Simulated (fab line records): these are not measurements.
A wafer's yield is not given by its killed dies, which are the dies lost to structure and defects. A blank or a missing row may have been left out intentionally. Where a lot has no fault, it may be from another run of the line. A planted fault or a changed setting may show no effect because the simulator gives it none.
A struck lot beside a sound one || flow nand-harc || 14 steps out of a route of 1159
Sound: the wafers L396.1, L396.3, L396.5. Struck: wafer L406.5. The cause comes at the end.
Per side, at each step with rows, come the tool, then ch with its chambers, and then its first start. Under that, the readings that differ: sound wafers || struck wafers || difference of the means || sigmas: that difference in standard deviations of wafers without a fault.
alike: words and numbers the same on both sides, and readings whose means are apart by under 2 such deviations; not compared: readings that were withheld, readings missing a value for some wafer, numbers with overlapping values and no deviation given by the record, and bounds like >300 which may hide the same value.
Wherever a step has rows on one side only, a row that says differs or no value, or a row with sigmas, the two part there. Non-overlapping numbers with no deviation appear without sigmas and do not part them. A reading missing from all wafers of one side parts the sides only when that side holds two or more wafers.

first, 2 steps without rows for these wafers: NHARC_A_ONON_D1_ANNEAL_15 (time 3600 s); NHARC_A_ONON_D1_DEP_16 (target thk 1000 nm).
NHARC_A_ONON_D1_THK_MEAS_18: measures by ellipsometry.
  sound: film-metro-02 at day 8 14:48; struck: film-metro-02 at day 11 01:59
  alike: thk-nm
then, no rows for these wafers at 1 step: NHARC_A_ONON_D1_DEP_19 (target thk 1000 nm).
NHARC_A_ONON_D1_THK_MEAS_21: measures by ellipsometry.
  sound: film-metro-02 at day 8 15:22; struck: film-metro-02 at day 11 02:40
  alike: thk-nm
then, no rows for these wafers at 1 step: NHARC_A_ONON_D1_DEP_22 (target thk 1000 nm).
NHARC_A_ONON_D1_THK_MEAS_24: measures by ellipsometry.
  sound: film-metro-01 at day 8 15:56; struck: film-metro-01 at day 11 03:14
  alike: thk-nm
then, no rows for these wafers at 1 step: NHARC_A_ONON_D1_DEP_25 (target thk 1000 nm).
NHARC_A_ONON_D1_THK_MEAS_27: measures by ellipsometry.
  sound: film-metro-01 at day 8 16:31; struck: film-metro-02 at day 11 03:48
  alike: thk-nm
then, no rows for these wafers at 1 step: NHARC_A_ONON_D1_DEP_28 (target thk 1000 nm).
NHARC_A_ONON_D1_THK_MEAS_30: measures by ellipsometry.
  sound: film-metro-01 at day 8 17:04; struck: film-metro-02 at day 11 04:23
  alike: thk-nm
NHARC_A_ONON_D1_DEP_33: deposits SiO2, target thk 200 nm.
  sound on pecvd-01 ch 0,1, day 8 17:08; struck on pecvd-03 ch 2, day 11 04:37
{"reading": "mfc-precursor-sccm (sccm)", "sound": "161.1 161.3 161.0", "struck": 147.5, "difference": -13.6, "sigmas": -28}
  alike: heater-power-w, throttle-valve-pct
NHARC_A_ONON_D1_THK_MEAS_34: measures by ellipsometry.
  sound: film-metro-01 at day 8 17:33; struck: film-metro-01 at day 11 05:02
{"reading": "thk-nm (nm)", "sound": "201.2 196.2 200.8", "struck": 185.9, "difference": -13.5, "sigmas": -5}
  not compared: hold
next, for these wafers, 1 step has no rows: NHARC_END_SORT_01.

== WHERE THEY PART ==
Last at NHARC_A_ONON_D1_THK_MEAS_34 as far as this record goes, first at NHARC_A_ONON_D1_DEP_33.

WHY: what had been put in by the simulator
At NHARC_A_ONON_D1_DEP_33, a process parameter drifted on pecvd-03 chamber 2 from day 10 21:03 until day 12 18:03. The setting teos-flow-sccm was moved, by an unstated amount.
